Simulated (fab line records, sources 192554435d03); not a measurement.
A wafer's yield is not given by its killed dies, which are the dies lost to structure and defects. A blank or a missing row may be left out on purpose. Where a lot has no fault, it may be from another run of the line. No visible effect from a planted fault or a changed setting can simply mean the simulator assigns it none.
Problem report, 8D (eight disciplines) form, completed by code -- flow n5 finfet -- the parts of the form that need people (team, actions taken, sign-off) are left out

1. WHAT WENT WRONG
Wafers free of any fault read 10.58 (standard deviation 0.094) for EOT_N at N5_BEOL_M4_RC_MEAS_101, against a mean of 11.78 on 4 wafers of 3 lots. Relative to the usual mean, that is a shift of +13 standard deviations.
The first sign was on wafer L223.6 at day 10 09:25, on prober-01. At this step, 14 wafers from 5 lots have a number in the record. Rule for "out" (also "out of limits"): further than 4 standard deviations from the usual mean. Any other wafer with a number is counted as sound.

2. WHAT IT IS, WHAT IT ISN'T
question,is,is not
which readings at this step,"EOT_N, EOT_P, IGATE_N, IGATE_P",VT_N
which lots,"L223, L224, L225","L215, L235"
which wafers of those lots,"L223.6, L224.6, L225.5, L225.6","L223.4, L224.1, L224.4, L225.1"
read on which gauges,"prober-01, prober-02",-
when,from day 10 09:25,"up to then (4 sound wafers); but 6 sound wafers of L224, L225, L235 came after"

3. THE SUSPECTS, EACH WITH WHAT RULES IT OUT
Counting: a tool at a process step up to the reading stays a suspect if it ran every lot that is out. Sound lots after the first of them don't rule it out here, since some wafers of a struck lot are sound.
- the gauge at N5_BEOL_M4_RC_MEAS_101: ruled out. The wafers that are out were read on 2 gauges (prober-01, prober-02).
- remote plasma-01 at N5_DUMMY_REMOVAL_PRECLEAN_08 (cleans in NF3:NH3, afs cycles 2, time 20 s, sublimation time 60 s): kept. It processed each lot that is out (first: L223, day 6 08:55); up to then, its last sound lot is L215 (day 4 07:42).
The count leaves remote plasma-01 at N5_DUMMY_REMOVAL_PRECLEAN_08.

4. THE CAUSE (what the simulator had put in)
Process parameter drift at N5_DUMMY_REMOVAL_PRECLEAN_08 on remote plasma-01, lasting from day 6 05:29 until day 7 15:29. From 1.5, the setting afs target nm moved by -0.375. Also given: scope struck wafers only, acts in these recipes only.
This tool alone remained once counting was done.

5. SEQUENCE OF EFFECTS, ordered by route
Each row: a reading whose mean over the struck wafers that have a number lies more than 3 standard deviations from the usual. Only readings whose record carries a usual standard deviation are examined. hours: median over the lots of the time between each lot's start at the first step of this table that gives one and its start at this step. sigmas: the change, counted in usual standard deviations.
hours,step,reading,usual,on struck wafers,change,sigmas
0,N5_BEOL_M4_RC_MEAS_101,EOT_N,10.58,11.78,+1.20,+13
0,N5_BEOL_M4_RC_MEAS_101,EOT_P,10.50,11.65,+1.15,+12
0,N5_BEOL_M4_RC_MEAS_101,IGATE_N,0.0115 nA/um,0.0028,-0.0087,-4.8
0,N5_BEOL_M4_RC_MEAS_101,IGATE_P,0.0034 nA/um,0.0009,-0.0025,-4.9

6. WHAT WOULD HAVE CAUGHT IT SOONER
The first out-of-limits reading at a measuring or inspecting step in this record came at day 10 09:25, 100 hours after the fault's start at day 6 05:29.
By day 10 09:25, every lot that is out (3) had started N5_DUMMY_REMOVAL_PRECLEAN_08 on remote plasma-01. Had the tool been put on hold then, not one of them would have been saved.
